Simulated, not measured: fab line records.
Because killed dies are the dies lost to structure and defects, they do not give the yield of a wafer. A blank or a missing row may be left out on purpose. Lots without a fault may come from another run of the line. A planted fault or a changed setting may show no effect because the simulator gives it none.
Split-lot experiment -- flow n5Finfet -- 39 wafers read across 7 lots, on a route 1938 steps long

THE SPLIT
At N5_SD_EPI_N_ETCH_45 (etches SiOCN in CH3F/O2, target depth 6 nm), the setting targetDepthA was moved away from the recipe's 60 angstrom on 12 of the 39 wafers read, by -10.3% to +7.7%. This setting was run at the recipe's value on the other wafers.

Reading taken at the split's own step.

THE READING
etch.depthNm (the simulator's own value, which no gauge read), in nm, at N5_SD_EPI_N_ETCH_45 (etches SiOCN in CH3F/O2, target depth 6 nm). There is no usual value for it anywhere in the file. Here, 27 wafers ran the recipe; their average is 6.044 nm with a standard deviation of 0.17 nm.

wafer,"tool, chamber at the split","targetDepthA as run, angstrom",against the recipe,"etch.depthNm, nm",against lot-mates on the recipe
L075.1,"rieDiel-05, 2",54.55,-9.1%,5.572,-0.462
L075.2,"rieDiel-05, 0",60,recipe,5.795,-
L075.3,"rieDiel-05, 3",54.55,-9.1%,5.65,-0.384
L075.4,"rieDiel-05, 0",54.55,-9.1%,5.288,-0.746
L075.5,"rieDiel-05, 2",60,recipe,6.107,-
L075.6,"rieDiel-05, 3",60,recipe,6.2,-
L077.2,"rieDiel-03, 3",60,recipe,5.991,-
L077.5,"rieDiel-03, 1",60,recipe,6.154,-
L077.6,"rieDiel-03, 3",60,recipe,5.962,-
L081.1,"rieDiel-03, 1",60,recipe,6.175,-
L081.2,"rieDiel-03, 2",64.64,+7.7%,6.749,+0.579
L081.3,"rieDiel-03, 0",60,recipe,6.216,-
L081.4,"rieDiel-03, 3",64.64,+7.7%,6.421,+0.251
L081.5,"rieDiel-03, 1",60,recipe,6.118,-
L081.6,"rieDiel-03, 2",64.64,+7.7%,6.754,+0.584
L082.1,"rieDiel-05, 3",60,recipe,6.228,-
L082.2,"rieDiel-05, 2",60,recipe,6.016,-
L082.3,"rieDiel-05, 1",60,recipe,5.819,-
L082.4,"rieDiel-05, 0",64.18,+7.0%,6.192,+0.171
L082.5,"rieDiel-05, 3",64.18,+7.0%,6.617,+0.596
L082.6,"rieDiel-05, 2",64.18,+7.0%,6.481,+0.460
L085.1,"rieDiel-04, 2",60,recipe,5.758,-
L085.2,"rieDiel-04, 1",60,recipe,5.729,-
L085.3,"rieDiel-04, 0",60,recipe,5.866,-
L085.4,"rieDiel-04, 3",60,recipe,6.211,-
L085.5,"rieDiel-04, 2",60,recipe,5.793,-
L085.6,"rieDiel-04, 1",60,recipe,5.72,-
L087.1,"rieDiel-05, 3",60,recipe,6.16,-
L087.2,"rieDiel-05, 1",53.82,-10.3%,5.285,-0.884
L087.3,"rieDiel-05, 2",53.82,-10.3%,5.424,-0.745
L087.4,"rieDiel-05, 2",60,recipe,6.124,-
L087.5,"rieDiel-05, 1",53.82,-10.3%,5.258,-0.911
L087.6,"rieDiel-05, 3",60,recipe,6.222,-
L097.1,"rieDiel-03, 0",60,recipe,6.284,-
L097.2,"rieDiel-03, 2",60,recipe,6.207,-
L097.3,"rieDiel-03, 1",60,recipe,6.08,-
L097.4,"rieDiel-03, 3",60,recipe,5.966,-
L097.5,"rieDiel-03, 2",60,recipe,6.191,-
L097.6,"rieDiel-03, 1",60,recipe,6.083,-

THE FIT
A straight line over all 39 wafers: etch.depthNm changes by +0.0662 nm for each +1% of targetDepthA; r = +0.88; the points scatter about the line by 0.18 nm.
The same after taking each lot's own level away (the mean of its wafers on the recipe; 39 wafers): +0.0673 nm for each +1%; r = +0.91; scatter 0.15 nm.
According to that fit, moving targetDepthA by its largest amount changes the reading by 0.69 nm.
The span of the lots' own levels, 5.8462 to 6.1697 nm, comes to 1.9 times the standard deviation stated above.
Hence the lot-to-lot level has little effect on the slope; both slopes agree.
Check: with one of the wafers moved furthest among these (-10.3%) left out of the fit, the line predicts -0.678 nm for it against its lot-mates. Against them it came out at -0.884 nm.

OTHER SPLITS APPLIED TO THESE WAFERS
These wafers also went through other splits before the reading. Each is held against what the fit with the lots' levels taken away leaves over:
other split on the same wafers,wafers away from the commonest value,r with etch.depthNm (lot level and that fit taken away)
N5_PMOS_HMC_CHANNEL_EPI_EPI_20 tempC,9,-0.14
N5_FIN_CUT_ETCH_21 timeS,12,-0.17

THE FILE'S OWN FIT
etch.depthNm changes by +0.0675 nm for each +1% of targetDepthA, r = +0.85.
